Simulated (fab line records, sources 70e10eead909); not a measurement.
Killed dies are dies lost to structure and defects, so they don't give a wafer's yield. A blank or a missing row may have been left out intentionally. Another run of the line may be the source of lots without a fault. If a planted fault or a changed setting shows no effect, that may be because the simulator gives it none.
Comparing a struck lot with a sound one / flow nandHarc / 13 steps out of a route of 1159
Sound: wafers L358.2, L358.3, L358.6. Struck: wafers L369.2, L369.4, L369.5. Last of all comes the cause.
Order at every step that has rows: each side's tool, ch and its chambers, its first start. Under that, the readings that differ: sound wafers / struck wafers / difference of the means / sigmas: that difference in standard deviations of wafers without a fault.
alike: words and numbers the same on both sides, and readings whose means are apart by under 2 such deviations; not compared: readings that were withheld, readings missing a value for some wafer, numbers with overlapping values and no deviation given by the record, and bounds like >300 which may hide the same value.
Wherever a step has rows on one side only, a row that says differs or no value, or a row with sigmas, the two part there. Numbers that have no deviation but don't overlap get no sigmas and don't part them. Lack of a reading on every wafer of one side parts them only where that side has two or more wafers.

NHARC_A_STAIRCASE_DESCUM_443: chemistry O2, time 3 s.
  sound on rieDiel-01 ch 1,3, day 14 12:05; struck on rieDiel-01 ch 0,1, day 18 01:39
  alike: drypumpMotorCurrentA, oesProductAu, rfVppV, showerheadPlenumPTorr, throttleValvePct
  not compared: rfHoursCounterH
NHARC_A_STAIRCASE_ETCH_444: etches the open film in C4F8/O2, target depth 10200 nm, time 3400 s.
  sound on rieDiel-01 ch 0,1,2, day 14 12:34; struck on rieDiel-01 ch 1,2, day 18 01:58
  alike: oesProductAu, rfVppV
  not compared: rfHoursCounterH
NHARC_A_STAIRCASE_STRIP_446: strips in O2.
  sound on plasmaAsher-02 ch 1, day 14 14:38; struck on plasmaAsher-02 ch 1, day 18 03:59
  alike: drypumpMotorCurrentA, heaterPowerW
  not compared: rfHoursCounterH
then, 3 steps without rows for these wafers: NHARC_A_STAIRCASE_STRIP_447 (strips in SPM, time 900 s); NHARC_A_STAIRCASE_PRECLEAN_448 (cleans in SC1); NHARC_A_STAIRCASE_SRD_449.
NHARC_A_STAIRCASE_CMP_450: polishes SiO2, target thk 200 nm.
  sound on cmp-04 ch 1,2,3, day 14 15:26; struck on cmp-04 ch 0,1,3, day 18 04:49
  alike: motorCurrentA
  not compared: padLifeWafers
NHARC_A_STAIRCASE_CMP_152: polishes.
  sound on cmp-04 ch 1,2,3, day 14 15:30; struck on cmp-04 ch 0,1,3, day 18 04:53
  alike: motorCurrentA
  not compared: padLifeWafers
then, 2 steps without rows for these wafers: NHARC_A_STAIRCASE_SRD_154; NHARC_A_STAIRCASE_ETCH_403 (etches SiO2 in dHF, target depth 108.2 nm).
NHARC_A_STAIRCASE_ETCHBACK_422: etches the open film in CH3F/O2, target depth 40 nm, time 74.286 s.
  sound on rieDiel-01 ch 1,2,3, day 14 15:57; struck on rieDiel-02 ch 0,1,3, day 18 05:34
  no value came back on the struck wafers for any of 7 readings (biasW (W), ch3fFlowSccm (sccm) and others); on the sound wafers biasW (W) reads 100.03 100.23 99.82
  not compared: rfHoursCounterH
then, 1 step without rows for these wafers: NHARC_A_STAIRCASE_ETCH_423 (etches SiO2 in dHF, target depth 30 nm).
-- break in the record here, with 6 days between the starts of the struck wafers on either side (left off in module A_STAIRCASE, picked up again in module END, where the first step shown is number 1159 on the route) --
NHARC_END_SORT_01:
  at this point the record logs the struck wafers (prober-01 ch 0, day 24 01:55) and has no rows for the sound ones

WHERE THEY PART
First at NHARC_A_STAIRCASE_ETCHBACK_422; last, within this record, at NHARC_END_SORT_01.

WHY: what the simulator had put in
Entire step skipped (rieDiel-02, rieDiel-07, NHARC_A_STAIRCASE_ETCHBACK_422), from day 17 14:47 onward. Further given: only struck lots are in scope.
